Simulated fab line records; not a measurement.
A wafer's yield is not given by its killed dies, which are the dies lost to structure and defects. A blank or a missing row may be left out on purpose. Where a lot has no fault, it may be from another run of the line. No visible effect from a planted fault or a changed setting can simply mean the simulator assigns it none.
fab line records	flow n5-finfet
record lots=24	wafers=72	last-day=18
route steps=1938 shown BEOL_M8@1366 BEOL_M9@1421
lots that met no fault: taken from a fault-free run of the same line
start-h: the number of hours between the record's first day and the start of the first shown wafer of the lot	wait-h: hours since the lot's step before	" repeats the value in the row above	L1.1+2: one row covering several wafers at once	- no value, or no start was given	* or withheld: withheld	< > ~ a bound
route shown NAME@n: names a module that has steps shown in the file, with the first one's number in the route	usual: mean/standard deviation of fault-free wafers	same: alike in all rows	chamber/n: place in a boat	sites: the reading at each site	_std_site: the values' standard deviation	_edge_site: the outer-site mean with the inner-site mean subtracted	radius-mm: how far each site lies from the wafer's centre	mask NAME#n: copy n	behind: the tool/chamber that last shaped the wafer	hold: why the lot went on hold/how many hours it stayed there/how the hold came to an end	device: which transistor (n, p or np) failed to switch	end of line: tests run on the same wafers once the route is complete	where a step has no rows: the recipe by itself	killed: at the first sort, the dies lost to defects and structure; wafer yield is something else	map: dies across one wafer; x = killed, . = not, _ = none there
set.NAME: the setting that was run; set.NAME@STEP: the one run at that earlier step	model.NAME: the simulator's own value behind a step, which no gauge read
a sample of lots followed through the steps of the route, with each step as a table and each wafer as a row
services: the hour from which a tool's chamber was out of use, counted from the record's first day as start-h (under 0 if before that day), plus the number of hours and why
## steps
# step N5_BEOL_M8_OVL_MEAS_29
# recipe points-per-wafer=522
# usual V7_OVL=-0.4/0.71
lot.wafer	tool	chamber	start-h	wait-h	V7_OVL[nm]
L074.2	overlay-01	0	200.56	0.0	-1.3
L074.3	"	0	"	"	-0.9
L074.4	"	0	"	"	-0.9
L075.1	overlay-02	0	214.55	0.0	0.4
L075.2	"	0	"	"	0.0
L075.5	"	0	"	"	-0.9
L076.2	overlay-02	0	222.21	0.0	-1.3
L076.4	"	0	"	"	-1.3
L076.5	"	0	"	"	-1.6
L077.3	overlay-01	0	225.52	0.0	-1.1
L077.5	"	0	"	"	-0.6
L077.6	"	0	"	"	-0.7
L078.1	overlay-01	0	230.86	0.0	-0.8
L078.4	"	0	"	"	-2.1
L078.5	"	0	"	"	-0.8
L079.1	overlay-02	0	239.03	0.0	-0.9
L079.3	"	0	"	"	-0.1
L079.5	"	0	"	"	-0.4
L080.2	overlay-02	0	244.69	0.0	0.7
L080.5	"	0	"	"	0.7
L080.6	"	0	"	"	1.1
L081.1	overlay-02	0	249.51	0.0	0.3
L081.2	"	0	"	"	0.4
L081.3	"	0	"	"	0.1
L084.1	overlay-02	0	250.97	0.0	0.1
L084.3	"	0	"	"	-1.0
L084.6	"	0	"	"	-0.8
L082.1	overlay-01	0	258.46	0.0	-0.7
L082.3	"	0	"	"	0.3
L082.5	"	0	"	"	0.0
L083.2	overlay-01	0	265.64	0.0	-0.3
L083.5	"	0	"	"	-0.6
L083.6	"	0	"	"	0.0
L086.3	overlay-01	0	274.43	0.0	-0.5
L086.4	"	0	"	"	0.1
L086.5	"	0	"	"	-0.7
L085.2	overlay-02	0	276.96	0.0	-1.1
L085.5	"	0	"	"	-0.2
L085.6	"	0	"	"	-1.7
L087.1	overlay-01	0	290.30	0.0	-1.0
L087.4	"	0	"	"	-0.3
L087.5	"	0	"	"	-0.3
L088.2	overlay-02	0	291.91	0.0	-0.7
L088.3	"	0	"	"	-1.0
L088.5	"	0	"	"	-0.9
L090.1	overlay-01	0	298.01	0.0	-0.5
L090.2	"	0	"	"	0.3
L090.3	"	0	"	"	-0.3
L089.1	overlay-02	0	299.73	0.0	-1.6
L089.2	"	0	"	"	-1.5
L089.4	"	0	"	"	-0.9
L092.4	overlay-01	0	311.12	0.0	-0.1
L092.5	"	0	"	"	-0.5
L092.6	"	0	"	"	-0.1
L095.1	overlay-01	0	317.21	0.0	-0.1
L095.2	"	0	"	"	-0.2
L095.3	"	0	"	"	-0.1
L093.1	overlay-02	0	321.45	0.0	-0.2
L093.4	"	0	"	"	0.8
L093.6	"	0	"	"	-0.7
L094.1	overlay-01	0	328.89	0.0	-0.1
L094.2	"	0	"	"	-0.3
L094.3	"	0	"	"	0.2
L096.1	overlay-01	0	333.31	0.0	0.5
L096.3	"	0	"	"	-0.2
L096.4	"	0	"	"	0.5
L097.1	overlay-01	0	337.47	0.0	0.6
L097.3	"	0	"	"	0.4
L097.6	"	0	"	"	0.4
L091.3	overlay-02	0	351.32	0.0	1.6
L091.4	"	0	"	"	1.2
L091.6	"	0	"	"	0.1
# step N5_BEOL_M8_ETCH_65
# recipe chemistry=CF4	target=SiARC	target-depth-a=156	mask-material=CAR-EUV	time-s=26	ion-energy-ev=80	pressure-mtorr=40	source-w=545	bias-w=36	Ar_flow_sccm=100	cf4-flow-sccm=100	ends=cleared
# usual chamber-pressure-mTorr=40.00/0.037	drypump-motor-current-A=5.8/0.44	etch-rf-on-time-s=26.0/0.41	oes-product-au=0.66/0.063	rf-vpp-V=184.3/1.2	showerhead-plenum-p-Torr=2.16/0.078	throttle-valve-pct=15.65/0.25
lot.wafer	tool	chamber	start-h	wait-h	chamber-pressure-mTorr	drypump-motor-current-A	etch-rf-on-time-s	oes-product-au	rf-hours-counter-h	rf-vpp-V	showerhead-plenum-p-Torr	throttle-valve-pct
L074.2	rie-diel-06	2	200.70	0.0	39.99	5.5	25.5	0.63	182	185.1	2.21	15.99
L074.3	"	0	"	"	40.09	5.7	25.5	0.78	29	183.4	2.10	15.37
L074.4	"	1	"	"	40.04	5.0	26.1	0.76	23	183.1	2.10	15.38
L075.1	rie-diel-02	2	215.42	0.0	39.97	6.1	25.7	0.66	126	185.9	2.24	15.49
L075.2	"	1	"	"	40.01	6.5	25.9	0.59	235	185.2	2.19	15.75
L075.5	"	2	"	"	40.00	6.1	25.5	0.66	-	184.4	2.24	15.50
L076.2	rie-diel-01	1	222.34	0.0	39.98	5.6	26.3	0.71	71	185.8	2.25	15.43
L076.4	"	2	"	"	39.99	5.0	26.4	0.58	246	184.7	2.19	16.01
L076.5	"	2	"	"	40.02	5.0	26.3	0.58	-	183.9	2.19	16.02
L077.3	rie-diel-02	0	226.00	0.0	40.06	5.5	25.5	0.80	14	185.7	2.27	15.21
L077.5	"	0	"	"	39.96	5.5	25.0	0.80	-	184.3	2.27	15.20
L077.6	"	3	"	"	40.01	5.9	25.9	0.63	-	182.6	2.06	15.50
L078.1	rie-diel-02	1	231.00	0.0	40.03	6.5	25.9	0.59	239	184.7	2.19	15.74
L078.4	"	0	"	"	39.95	5.5	25.5	0.80	16	184.7	2.27	15.21
L078.5	"	2	"	"	40.02	6.1	25.9	0.65	-	184.5	2.24	15.51
L079.1	rie-diel-01	3	239.18	0.0	39.94	6.2	25.8	0.64	154	184.8	2.23	15.66
L079.3	"	0	"	"	40.03	5.6	26.2	0.62	204	183.8	2.05	15.90
L079.5	"	0	"	"	39.96	5.6	26.5	0.61	-	184.5	2.05	15.90
L080.2	rie-diel-01	0	245.83	0.0	39.99	5.6	26.3	0.61	208	183.2	2.04	15.92
L080.5	"	3	"	"	39.96	6.2	25.9	0.64	-	185.1	2.22	15.68
L080.6	"	0	"	"	39.96	5.7	26.5	0.61	-	180.7	2.04	15.91
L081.1	rie-diel-01	1	250.11	0.0	40.05	5.6	26.0	0.69	84	185.1	2.25	15.44
L081.2	"	3	"	"	40.02	6.2	26.0	0.64	161	185.0	2.22	15.67
L081.3	"	0	"	"	40.01	5.7	26.8	0.61	211	182.5	2.04	15.91
L084.1	rie-diel-01	0	251.70	0.0	40.03	5.6	26.4	0.61	212	183.9	2.04	15.90
L084.3	"	0	"	"	39.97	5.6	26.6	0.61	-	182.9	2.04	15.93
L084.6	"	1	"	"	40.12	5.6	26.1	0.69	-	185.1	2.25	15.45
L082.1	rie-diel-02	1	258.61	0.0	40.00	6.5	25.7	0.59	243	183.9	2.19	15.76
L082.3	"	3	"	"	39.94	5.8	26.0	0.63	158	183.1	2.06	15.53
L082.5	"	1	"	"	40.01	6.5	25.9	0.59	-	184.9	2.19	15.75
L083.2	rie-diel-02	1	266.35	0.0	40.02	6.5	25.3	0.60	247	183.0	2.19	15.75
L083.5	"	3	"	"	39.96	5.9	26.0	0.62	-	182.5	2.06	15.50
L083.6	"	0	"	"	40.06	5.5	25.2	0.79	-	186.3	2.27	15.23
L086.3	rie-diel-02	2	274.57	0.0	40.02	6.1	25.4	0.65	141	185.5	2.23	15.52
L086.4	"	3	"	"	39.97	5.8	25.9	0.63	164	183.4	2.06	15.55
L086.5	"	2	"	"	39.95	6.1	25.6	0.65	-	184.3	2.23	15.53
L085.2	rie-diel-06	3	277.27	0.0	40.05	6.4	25.9	0.63	167	184.5	2.14	15.93
L085.5	"	2	"	"	39.96	5.4	25.5	0.61	-	185.6	2.20	16.04
L085.6	"	0	"	"	40.00	5.7	25.7	0.73	-	184.4	2.09	15.43
L087.1	rie-diel-01	0	290.45	0.0	40.06	5.7	26.5	0.59	230	184.6	2.04	15.95
L087.4	"	3	"	"	40.04	6.2	25.9	0.63	173	185.0	2.22	15.69
L087.5	"	0	"	"	39.99	5.6	26.9	0.59	-	182.5	2.04	15.95
L088.2	rie-diel-01	1	292.49	0.0	39.95	5.6	26.1	0.68	103	185.1	2.24	15.47
L088.3	"	3	"	"	39.95	6.2	25.8	0.63	174	185.3	2.22	15.71
L088.5	"	1	"	"	40.01	5.6	26.2	0.68	-	186.7	2.24	15.50
L090.1	rie-diel-06	1	298.21	0.0	39.94	5.0	26.4	0.72	52	183.8	2.09	15.43
L090.2	"	3	"	"	40.02	6.4	25.8	0.63	176	185.5	2.14	15.96
L090.3	"	0	"	"	39.98	5.7	25.8	0.71	68	182.6	2.08	15.45
L089.1	rie-diel-06	1	299.87	0.0	40.02	5.0	26.4	0.72	53	182.3	2.09	15.43
L089.2	"	2	"	"	40.05	5.4	26.0	0.60	222	185.4	2.20	16.08
L089.4	"	3	"	"	39.98	6.4	26.4	0.62	177	184.4	2.13	15.94
L092.4	rie-diel-01	0	311.47	0.0	39.98	5.6	26.6	0.59	237	183.6	2.04	15.98
L092.5	"	3	"	"	39.97	6.2	25.5	0.63	-	184.2	2.22	15.71
L092.6	"	0	"	"	40.03	5.6	26.7	0.59	-	182.2	2.03	15.97
L095.1	rie-diel-06	3	317.36	0.0	39.93	6.4	26.0	0.62	183	184.3	2.13	15.97
L095.2	"	0	"	"	40.01	5.7	25.8	0.71	75	184.3	2.08	15.45
L095.3	"	1	"	"	39.94	5.0	26.2	0.72	60	183.5	2.09	15.46
L093.1	rie-diel-06	0	321.59	0.0	40.01	5.7	25.9	0.71	77	182.5	2.08	15.48
L093.4	"	2	"	"	40.02	5.5	26.0	0.60	228	184.7	2.20	16.06
L093.6	"	2	"	"	40.05	5.4	25.7	0.60	-	183.8	2.20	16.06
L094.1	rie-diel-06	2	329.03	0.0	39.97	5.4	26.1	0.60	232	185.2	2.19	16.07
L094.2	"	1	"	"	40.02	5.0	26.5	0.70	65	183.2	2.09	15.48
L094.3	"	3	"	"	40.02	6.4	26.3	0.62	188	184.5	2.13	15.97
L096.1	rie-diel-01	1	333.49	0.0	39.97	5.6	26.1	0.66	117	186.0	2.24	15.51
L096.3	"	0	"	"	39.96	5.7	26.6	0.59	245	183.1	2.03	15.98
L096.4	"	2	"	"	39.96	5.0	25.3	0.78	22	184.0	2.18	15.57
L097.1	rie-diel-02	3	337.95	0.0	40.02	5.9	26.2	0.60	188	185.3	2.05	15.57
L097.3	"	0	"	"	40.02	5.5	25.7	0.74	51	186.0	2.26	15.26
L097.6	"	0	"	"	39.98	5.5	25.6	0.74	-	186.1	2.26	15.29
L091.3	rie-diel-06	0	352.45	0.0	40.02	5.7	26.0	0.70	88	183.5	2.08	15.48
L091.4	"	2	"	"	39.96	5.4	26.0	0.59	240	184.8	2.19	16.09
L091.6	"	3	"	"	39.98	6.4	26.5	0.60	-	185.7	2.13	16.00
# step N5_BEOL_M9_STRIP_67
# recipe chemistry=CF4	resist=SiARC	power-w=300	bias-power-w=75	pressure-mtorr=50	cf4-flow-sccm=150	rf-frequency-hz=6e+07
# usual chamber-pressure-mTorr=49.99/0.046	drypump-motor-current-A=5.7/0.44	oes-product-au=0.79/0.064	rf-vpp-V=271.4/1.7	showerhead-plenum-p-Torr=1.81/0.066	throttle-valve-pct=13.59/0.17
lot.wafer	tool	chamber	start-h	wait-h	chamber-pressure-mTorr	drypump-motor-current-A	oes-product-au	rf-hours-counter-h	rf-vpp-V	showerhead-plenum-p-Torr	throttle-valve-pct
L074.2	rie-diel-05	2	206.88	0.0	50.07	5.4	0.85	77	273.9	1.88	13.42
L074.3	"	3	"	"	50.00	5.3	0.70	239	272.1	1.77	13.64
L074.4	"	1	"	"	49.99	5.3	0.86	63	272.4	1.89	13.32
L075.1	rie-diel-04	2	223.59	0.0	49.95	4.8	0.73	193	272.0	1.86	13.50
L075.2	"	3	"	"	50.00	6.0	0.74	171	268.9	1.73	13.64
L075.5	"	3	"	"	50.00	6.0	0.73	-	270.4	1.73	13.61
L076.2	rie-diel-04	1	228.01	0.0	50.06	5.4	0.83	64	268.8	1.75	13.81
L076.4	"	0	"	"	50.00	6.3	0.73	189	271.0	1.78	13.59
L076.5	"	1	"	"	49.97	5.4	0.83	-	270.6	1.75	13.80
L077.3	rie-diel-05	2	232.69	0.0	50.03	5.4	0.84	84	273.5	1.88	13.43
L077.5	"	3	"	"	50.00	5.4	0.70	-	271.6	1.77	13.65
L077.6	"	2	"	"	50.08	5.4	0.84	-	273.0	1.88	13.44
L078.1	rie-diel-03	1	235.94	0.0	50.05	6.0	0.73	206	270.4	1.70	13.65
L078.4	"	2	"	"	50.02	6.2	0.82	86	271.7	1.82	13.46
L078.5	"	1	"	"	49.94	6.0	0.72	-	267.5	1.70	13.64
L079.1	rie-diel-04	0	245.70	0.0	49.95	6.3	0.73	195	271.1	1.78	13.62
L079.3	"	3	"	"	49.96	6.0	0.73	177	269.5	1.73	13.66
L079.5	"	0	"	"	49.93	6.3	0.73	-	271.3	1.78	13.60
L080.2	rie-diel-03	2	252.42	0.0	49.99	6.2	0.82	91	270.9	1.82	13.46
L080.5	"	2	"	"	50.03	6.2	0.82	-	271.6	1.82	13.45
L080.6	"	3	"	"	49.95	6.1	0.90	-	273.5	1.90	13.58
L081.1	rie-diel-05	0	255.45	0.0	50.02	6.3	0.84	73	269.9	1.74	13.70
L081.2	"	2	"	"	49.98	5.4	0.82	94	274.8	1.88	13.47
L081.3	"	1	"	"	50.04	5.3	0.83	79	273.2	1.88	13.36
L084.1	rie-diel-03	2	257.02	0.0	49.90	6.1	0.81	92	270.9	1.82	13.48
L084.3	"	1	"	"	49.94	6.0	0.72	212	271.2	1.70	13.66
L084.6	"	0	"	"	50.03	5.4	0.74	-	271.6	1.79	13.82
L082.1	rie-diel-04	3	263.58	0.0	50.03	6.0	0.72	182	269.7	1.72	13.66
L082.3	"	1	"	"	50.01	5.4	0.81	76	270.7	1.75	13.83
L082.5	"	1	"	"	50.02	5.4	0.81	-	269.8	1.75	13.82
L083.2	rie-diel-04	3	273.48	0.0	49.93	6.0	0.72	184	269.6	1.72	13.67
L083.5	"	1	"	"	49.94	5.4	0.80	-	270.6	1.74	13.85
L083.6	"	2	"	"	50.11	4.8	0.71	-	272.4	1.85	13.56
L086.3	rie-diel-03	3	281.04	0.0	49.90	6.0	0.88	46	274.6	1.90	13.61
L086.4	"	1	"	"	50.05	6.0	0.71	-	270.0	1.70	13.66
L086.5	"	3	"	"	50.05	6.0	0.88	-	273.9	1.90	13.62
L085.2	rie-diel-03	1	283.48	0.0	49.97	6.0	0.71	221	268.3	1.70	13.65
L085.5	"	3	"	"	50.00	6.1	0.87	-	273.0	1.90	13.62
L085.6	"	1	"	"	50.06	6.0	0.71	-	268.9	1.70	13.68
L087.1	rie-diel-05	0	298.06	0.0	50.00	6.3	0.82	87	269.7	1.74	13.76
L087.4	"	1	"	"	50.03	5.3	0.82	93	271.3	1.88	13.39
L087.5	"	3	"	"	50.01	5.4	0.95	-	269.9	1.77	13.11
L088.2	rie-diel-05	2	298.88	0.0	49.99	5.4	0.81	109	273.2	1.87	13.49
L088.3	"	0	"	"	50.00	6.3	0.81	88	270.7	1.74	13.77
L088.5	"	2	"	"	50.02	5.4	0.81	-	273.7	1.87	13.49
L090.1	rie-diel-03	2	305.45	0.0	49.90	6.2	0.80	108	272.0	1.82	13.49
L090.2	"	0	"	"	50.02	5.4	0.73	187	271.2	1.78	13.85
L090.3	"	3	"	"	49.98	6.1	0.86	55	273.3	1.90	13.64
L089.1	rie-diel-05	3	305.56	0.0	49.93	5.3	0.94	11	269.4	1.77	13.13
L089.2	"	0	"	"	50.09	6.3	0.81	91	271.3	1.74	13.75
L089.4	"	2	"	"	49.98	5.4	0.81	111	273.4	1.87	13.50
L092.4	rie-diel-05	1	317.65	0.0	50.04	5.3	0.81	102	272.7	1.88	13.41
L092.5	"	1	"	"	49.99	5.3	0.81	-	274.1	1.88	13.43
L092.6	"	2	"	"	49.91	5.4	0.81	-	273.7	1.87	13.51
L095.1	rie-diel-05	0	322.07	0.0	50.02	6.3	0.79	98	269.9	1.74	13.79
L095.2	"	1	"	"	49.99	5.3	0.80	104	273.9	1.88	13.42
L095.3	"	2	"	"	49.98	5.4	0.80	119	271.8	1.87	13.53
L093.1	rie-diel-03	2	328.23	0.0	50.05	6.1	0.79	114	271.7	1.81	13.52
L093.4	"	0	"	"	50.00	5.4	0.72	199	273.4	1.78	13.87
L093.6	"	1	"	"	50.00	6.0	0.69	-	270.0	1.70	13.72
L094.1	rie-diel-03	1	334.12	0.0	49.99	6.0	0.70	243	269.5	1.69	13.72
L094.2	"	3	"	"	50.03	6.0	0.84	70	272.9	1.89	13.66
L094.3	"	0	"	"	50.02	5.4	0.72	202	269.6	1.78	13.88
L096.1	rie-diel-03	3	339.15	0.0	50.01	6.1	0.84	72	273.2	1.89	13.68
L096.3	"	0	"	"	50.02	5.4	0.72	205	270.6	1.78	13.87
L096.4	"	1	"	"	49.97	6.0	0.70	246	269.1	1.69	13.72
L097.1	rie-diel-05	0	345.14	0.0	50.01	6.3	0.78	110	269.5	1.73	13.80
L097.3	"	3	"	"	49.99	5.3	0.90	31	269.1	1.76	13.17
L097.6	"	2	"	"	49.96	5.4	0.80	-	273.3	1.87	13.55
L091.3	rie-diel-03	0	358.80	0.0	50.03	5.4	0.71	211	270.7	1.78	13.90
L091.4	"	0	"	"	49.90	5.4	0.71	-	270.1	1.78	13.87
L091.6	"	3	"	"	50.07	6.1	0.82	-	273.2	1.89	13.70
# step N5_BEOL_M9_CD_MEAS_28
# recipe target-cd-nm=70	landing-energy-ev=500	detector=se-inlens	polarity=opening
# usual cd-nm=70.01/0.26
lot.wafer	tool	chamber	start-h	wait-h	cd-nm
L074.2	cd-sem-01	0	209.98	-	70.06
L074.3	"	0	"	"	70.29
L074.4	"	0	"	"	70.48
L075.1	cd-sem-03	0	224.47	-	69.95
L075.2	"	0	"	"	70.02
L075.5	"	0	"	"	70.62
L076.2	cd-sem-03	0	228.53	-	69.69
L076.4	"	0	"	"	69.92
L076.5	"	0	"	"	69.47
L077.3	cd-sem-01	0	233.23	-	70.05
L077.5	"	0	"	"	70.31
L077.6	"	0	"	"	70.05
L078.1	cd-sem-02	0	237.46	-	70.15
L078.4	"	0	"	"	70.10
L078.5	"	0	"	"	70.16
L079.1	cd-sem-03	0	246.35	-	70.12
L079.3	"	0	"	"	70.47
L079.5	"	0	"	"	69.60
L080.2	cd-sem-01	0	252.95	-	70.23
L080.5	"	0	"	"	70.39
L080.6	"	0	"	"	70.18
L081.1	cd-sem-01	0	256.10	-	69.84
L081.2	"	0	"	"	70.23
L081.3	"	0	"	"	69.71
L084.1	cd-sem-02	0	258.27	-	70.39
L084.3	"	0	"	"	70.31
L084.6	"	0	"	"	70.43
L082.1	cd-sem-01	0	265.18	-	69.98
L082.3	"	0	"	"	69.46
L082.5	"	0	"	"	69.62
L083.2	cd-sem-03	0	274.13	-	70.16
L083.5	"	0	"	"	70.22
L083.6	"	0	"	"	70.45
L086.3	cd-sem-02	0	281.70	-	70.02
L086.4	"	0	"	"	70.06
L086.5	"	0	"	"	70.26
L085.2	cd-sem-02	0	284.57	-	69.69
L085.5	"	0	"	"	69.92
L085.6	"	0	"	"	69.84
L088.2	cd-sem-02	0	299.67	-	70.12
L088.3	"	0	"	"	70.25
L088.5	"	0	"	"	69.90
L087.1	cd-sem-03	0	299.85	-	69.82
L087.4	"	0	"	"	70.32
L087.5	"	0	"	"	70.59
L090.1	cd-sem-01	0	306.19	-	69.91
L090.2	"	0	"	"	70.50
L090.3	"	0	"	"	69.83
L089.1	cd-sem-01	0	306.35	-	69.86
L089.2	"	0	"	"	70.38
L089.4	"	0	"	"	70.21
L092.4	cd-sem-01	0	318.32	-	69.96
L092.5	"	0	"	"	69.68
L092.6	"	0	"	"	69.91
L095.1	cd-sem-02	0	324.86	-	70.19
L095.2	"	0	"	"	70.19
L095.3	"	0	"	"	69.79
L093.1	cd-sem-02	0	329.12	-	69.84
L093.4	"	0	"	"	69.50
L093.6	"	0	"	"	69.46
L094.1	cd-sem-01	0	335.06	-	69.88
L094.2	"	0	"	"	70.22
L094.3	"	0	"	"	69.30
L096.1	cd-sem-02	0	339.80	-	70.03
L096.3	"	0	"	"	70.21
L096.4	"	0	"	"	70.09
L097.1	cd-sem-02	0	346.10	-	69.66
L097.3	"	0	"	"	70.23
L097.6	"	0	"	"	69.50
L091.3	cd-sem-03	0	360.91	-	70.05
L091.4	"	0	"	"	70.08
L091.6	"	0	"	"	70.11
# step N5_BEOL_M9_OVL_MEAS_29
# recipe points-per-wafer=522
# usual V8_OVL=-0.1/0.66
lot.wafer	tool	chamber	start-h	wait-h	V8_OVL[nm]
L074.2	overlay-02	0	210.02	0.0	0.6
L074.3	"	0	"	"	-1.1
L074.4	"	0	"	"	-0.1
L075.1	overlay-01	0	224.53	0.1	0.1
L075.2	"	0	"	"	1.2
L075.5	"	0	"	"	0.0
L076.2	overlay-02	0	228.57	0.0	-0.1
L076.4	"	0	"	"	0.1
L076.5	"	0	"	"	0.3
L077.3	overlay-02	0	233.27	0.0	0.3
L077.5	"	0	"	"	1.0
L077.6	"	0	"	"	0.8
L078.1	overlay-01	0	237.49	0.0	-0.8
L078.4	"	0	"	"	-0.6
L078.5	"	0	"	"	-0.9
L079.1	overlay-01	0	246.38	0.0	1.1
L079.3	"	0	"	"	-0.2
L079.5	"	0	"	"	0.3
L080.2	overlay-01	0	252.98	0.0	-1.5
L080.5	"	0	"	"	-1.8
L080.6	"	0	"	"	-1.4
L081.1	overlay-01	0	256.13	0.0	0.2
L081.2	"	0	"	"	0.2
L081.3	"	0	"	"	0.4
L084.1	overlay-01	0	258.30	0.0	-0.3
L084.3	"	0	"	"	0.4
L084.6	"	0	"	"	0.5
L082.1	overlay-02	0	265.21	0.0	-0.6
L082.3	"	0	"	"	0.4
L082.5	"	0	"	"	0.0
L083.2	overlay-02	0	274.17	0.0	-0.1
L083.5	"	0	"	"	-0.3
L083.6	"	0	"	"	-0.1
L086.3	overlay-02	0	281.74	0.0	0.3
L086.4	"	0	"	"	-0.5
L086.5	"	0	"	"	-0.1
L085.2	overlay-02	0	284.61	0.0	0.2
L085.5	"	0	"	"	0.6
L085.6	"	0	"	"	-0.7
L088.2	overlay-01	0	299.71	0.0	1.1
L088.3	"	0	"	"	1.7
L088.5	"	0	"	"	0.6
L087.1	overlay-01	0	299.88	0.0	-0.2
L087.4	"	0	"	"	-0.5
L087.5	"	0	"	"	-0.2
L090.1	overlay-01	0	306.22	0.0	-0.1
L090.2	"	0	"	"	-0.5
L090.3	"	0	"	"	-1.0
L089.1	overlay-01	0	306.38	0.0	-0.9
L089.2	"	0	"	"	-0.2
L089.4	"	0	"	"	-0.1
L092.4	overlay-02	0	318.37	0.0	-0.1
L092.5	"	0	"	"	0.7
L092.6	"	0	"	"	-0.1
L095.1	overlay-02	0	324.89	0.0	-0.2
L095.2	"	0	"	"	-0.6
L095.3	"	0	"	"	-0.2
L093.1	overlay-01	0	329.15	0.0	-0.7
L093.4	"	0	"	"	-0.9
L093.6	"	0	"	"	0.0
L094.1	overlay-01	0	335.09	0.0	0.3
L094.2	"	0	"	"	-0.2
L094.3	"	0	"	"	0.4
L096.1	overlay-02	0	339.83	0.0	0.5
L096.3	"	0	"	"	0.2
L096.4	"	0	"	"	0.8
L097.1	overlay-01	0	346.13	0.0	-0.5
L097.3	"	0	"	"	-1.0
L097.6	"	0	"	"	-0.4
L091.3	overlay-02	0	360.95	0.0	0.2
L091.4	"	0	"	"	0.4
L091.6	"	0	"	"	0.3
# step N5_BEOL_M9_THK_MEAS_53
# recipe thk-meas-gauge=xrf	reads=Cu_of_BEOL_M9_ECD_50
# usual M9_THK=140.3/2.5
lot.wafer	tool	chamber	start-h	wait-h	M9_THK[nm]
L074.2	film-metro-02	-	212.86	-	136.7
L074.3	"	-	"	"	142.8
L074.4	"	-	"	"	138.8
L075.1	film-metro-02	-	227.82	-	138.6
L075.2	"	-	"	"	134.9
L075.5	"	-	"	"	137.8
L076.2	film-metro-01	-	232.80	-	137.1
L076.4	"	-	"	"	138.1
L076.5	"	-	"	"	141.3
L077.3	film-metro-02	-	236.05	-	141.1
L077.5	"	-	"	"	138.5
L077.6	"	-	"	"	139.6
L078.1	film-metro-01	-	241.08	-	137.8
L078.4	"	-	"	"	137.2
L078.5	"	-	"	"	138.8
L079.1	film-metro-01	-	249.43	-	138.9
L079.3	"	-	"	"	142.4
L079.5	"	-	"	"	138.2
L080.2	film-metro-01	-	256.75	-	145.3
L080.5	"	-	"	"	140.2
L080.6	"	-	"	"	145.1
L081.1	film-metro-01	-	260.06	-	141.7
L081.2	"	-	"	"	144.1
L081.3	"	-	"	"	143.4
L084.1	film-metro-02	-	260.97	-	138.7
L084.3	"	-	"	"	142.7
L084.6	"	-	"	"	138.9
L082.1	film-metro-01	-	268.49	-	144.4
L082.3	"	-	"	"	140.2
L082.5	"	-	"	"	142.9
L083.2	film-metro-01	-	278.23	-	141.4
L083.5	"	-	"	"	139.2
L083.6	"	-	"	"	143.3
L086.3	film-metro-01	-	285.36	-	141.6
L086.4	"	-	"	"	144.3
L086.5	"	-	"	"	143.0
L085.2	film-metro-02	-	288.77	-	141.0
L085.5	"	-	"	"	141.5
L085.6	"	-	"	"	135.8
L088.2	film-metro-02	-	303.03	-	138.7
L088.3	"	-	"	"	138.8
L088.5	"	-	"	"	143.1
L087.1	film-metro-02	-	304.80	-	142.3
L087.4	"	-	"	"	142.5
L087.5	"	-	"	"	139.5
L090.1	film-metro-02	-	309.17	-	139.4
L090.2	"	-	"	"	138.5
L090.3	"	-	"	"	141.2
L089.1	film-metro-01	-	309.58	-	139.0
L089.2	"	-	"	"	140.9
L089.4	"	-	"	"	141.6
L092.4	film-metro-01	-	321.15	-	140.1
L092.5	"	-	"	"	142.1
L092.6	"	-	"	"	139.2
L095.1	film-metro-02	-	328.73	-	140.5
L095.2	"	-	"	"	139.2
L095.3	"	-	"	"	139.5
L093.1	film-metro-01	-	333.33	-	140.0
L093.4	"	-	"	"	134.9
L093.6	"	-	"	"	136.7
L094.1	film-metro-02	-	338.22	-	141.5
L094.2	"	-	"	"	140.2
L094.3	"	-	"	"	143.0
L096.1	film-metro-02	-	345.50	-	142.3
L096.3	"	-	"	"	139.6
L096.4	"	-	"	"	138.1
L097.1	film-metro-01	-	350.05	-	143.9
L097.3	"	-	"	"	136.4
L097.6	"	-	"	"	135.0
L091.3	film-metro-02	-	364.59	-	137.3
L091.4	"	-	"	"	135.7
L091.6	"	-	"	"	140.6
## services
tool	chamber	start-h	hours	kind
rie-diel-01	2	185.30	17.7	repair
rie-diel-04	3	193.36	5.3	repair
rie-diel-02	1	195.81	5.5	repair
rie-diel-02	3	198.03	6.0	repair
rie-diel-04	3	210.71	1.6	repair
rie-diel-01	2	231.57	-	clean
rie-diel-01	2	231.57	-	consumable-replace:focus-ring
rie-diel-01	2	231.57	32.8	scheduled-down
rie-diel-01	2	231.57	32.8	vent-cycle
rie-diel-02	-	241.53	15.6	pm
rie-diel-05	3	242.10	-	clean
rie-diel-05	3	242.10	-	consumable-replace:focus-ring
rie-diel-05	3	242.10	27.1	scheduled-down
rie-diel-05	3	242.10	27.1	vent-cycle
rie-diel-05	1	245.40	1.7	repair
rie-diel-06	1	266.28	23.2	repair
rie-diel-04	2	270.32	2.7	repair
rie-diel-04	2	293.38	3.7	repair
rie-diel-03	1	352.01	-	clean
rie-diel-03	1	352.01	-	consumable-replace:focus-ring
rie-diel-03	1	352.01	-	consumable-replace:showerhead
rie-diel-03	1	352.01	10.5	scheduled-down
rie-diel-03	1	352.01	10.5	vent-cycle
rie-diel-06	3	353.66	29.7	repair
## key
fault none
